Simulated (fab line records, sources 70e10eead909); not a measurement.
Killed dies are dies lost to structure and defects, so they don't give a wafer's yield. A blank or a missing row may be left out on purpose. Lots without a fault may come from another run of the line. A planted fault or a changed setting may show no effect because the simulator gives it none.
Chamber matching | flow nand_harc | NHARC_A_BONDPAD_CMP_29 on cmp-01: 4 sister chambers
The step polishes SiCN, target thk 200 nm. 8 wafers are shown with their chamber, then 8 later ones without.

WAFERS WITH THEIR CHAMBER
wafer  | chamber | motor_current_A (A)
L850.6 | 3       | 11.0
L852.1 | 3       | 11.0
L852.4 | 2       | 12.5
L852.6 | 1       | 13.1
L853.1 | 0       | 13.1
L853.2 | 2       | 12.5
L853.4 | 1       | 12.8
L861.1 | 0       | 12.7

WAFERS WITHOUT THEIR CHAMBER
wafer  | motor_current_A (A)
L861.4 | 11.1
L861.6 | 11.0
L864.2 | 11.1
L864.3 | 13.2
L864.6 | 11.5
L867.1 | 12.8
L867.3 | 11.0
L867.6 | 12.7

WHICH CHAMBER EACH WENT THROUGH
wafer  | from the rows above          | in truth
L861.4 | 3                            | 3
L861.6 | 3                            | 3
L864.2 | 3                            | 3
L864.3 | can't be placed: 1 or 0      | 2
L864.6 | 3                            | 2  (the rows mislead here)
L867.1 | can't be placed: 0 or 1 or 2 | 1
L867.3 | 3                            | 3
L867.6 | can't be placed: 0 or 2 or 1 | 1
Placed correctly: 4 of 8. Can't be placed from these rows: 3 (the true chamber is among the candidates in 2). Placed wrongly: 1.
How it was worked out, from the rows above alone: a wafer's distance from a chamber is the root of the sum, over the readings, of the square of ((its reading less the chamber's mean) divided by the reading's scatter). The wafer belongs to the nearest chamber; if the next one is less than 2 further off, it can't be placed. A chamber's mean is the mean of its shown wafers. The scatter: the root of (the sum of the squares of (reading less its chamber's mean) over the shown wafers, divided by (wafers less chambers)).
